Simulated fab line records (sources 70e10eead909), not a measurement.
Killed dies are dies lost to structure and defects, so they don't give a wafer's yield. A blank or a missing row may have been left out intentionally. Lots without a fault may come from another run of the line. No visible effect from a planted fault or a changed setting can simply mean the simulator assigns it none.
Which tool did it? ; flow nand_harc ; 6 lots, 18 wafers sampled, at 3 steps of a route of 1159

== WHAT EACH GAUGE READ, for each wafer ==
NHARC_P_GATE_CD_MEAS_59 targets a cd of 720 nm.
lot;measured;on;cd_nm (nm)
L379;day 6 14:00;cd_sem-01;716.3 717.7 717.1
L382;day 7 04:40;cd_sem-01;714.8 715.7 715.8
L385;day 7 20:46;cd_sem-02;715.4 721.4 723.1
L392;day 9 13:45;cd_sem-03;716.0 720.2 713.6
L393;day 9 23:04;cd_sem-02;718.1 718.0 718.2
L397;day 10 21:22;cd_sem-03;716.1 715.6 718.9

== TOOL THAT RAN EACH LOT (tool first, then ch and the chambers of the sampled wafers, then the start) ==
lot;NHARC_P_GATE_ETCH_104;NHARC_P_GATE_EXPOSE_56
L379;rie_diel-03 ch 2,3, day 5 23:54;krf_scanner-04 ch 0, day 6 13:50
L382;rie_diel-03 ch 2,3, day 6 15:11;krf_scanner-03 ch 0, day 7 04:31
L385;rie_diel-08 ch 0,1,2, day 7 06:44;krf_scanner-02 ch 0, day 7 20:37
L392;rie_diel-03 ch 0,2,3, day 9 00:16;krf_scanner-03 ch 0, day 9 13:35
L393;rie_diel-03 ch 1,2,3, day 9 09:40;krf_scanner-03 ch 0, day 9 22:55
L397;rie_diel-08 ch 0,1,3, day 10 07:36;krf_scanner-02 ch 0, day 10 21:13
- NHARC_P_GATE_ETCH_104: etches the open film in CF4/CHF3, target depth 60 nm.
- NHARC_P_GATE_EXPOSE_56: exposes mask P PSD, target cd 720 nm.

== THE ANSWER, worked out from the rows above alone ==
Rule: usual is defined by the lots themselves. The widest of any qualifying gaps counts: lots, ordered by their means at a reading, are off when they make up no more than a third of the lots, leave a main group of 4 or more, and stand apart from it by 3 or more times the standard deviation of that group's means. The tables above print the reading to a certain number of digits; a main group whose means all agree to those digits is not used. A lot without any number at a reading at which 4 lots or more have one is off too. Any other lot the step has rows for is counted as sound.
Nothing can be told from this: no lot is off at any reading shown.

== WHAT THE SIMULATOR PUT IN ==
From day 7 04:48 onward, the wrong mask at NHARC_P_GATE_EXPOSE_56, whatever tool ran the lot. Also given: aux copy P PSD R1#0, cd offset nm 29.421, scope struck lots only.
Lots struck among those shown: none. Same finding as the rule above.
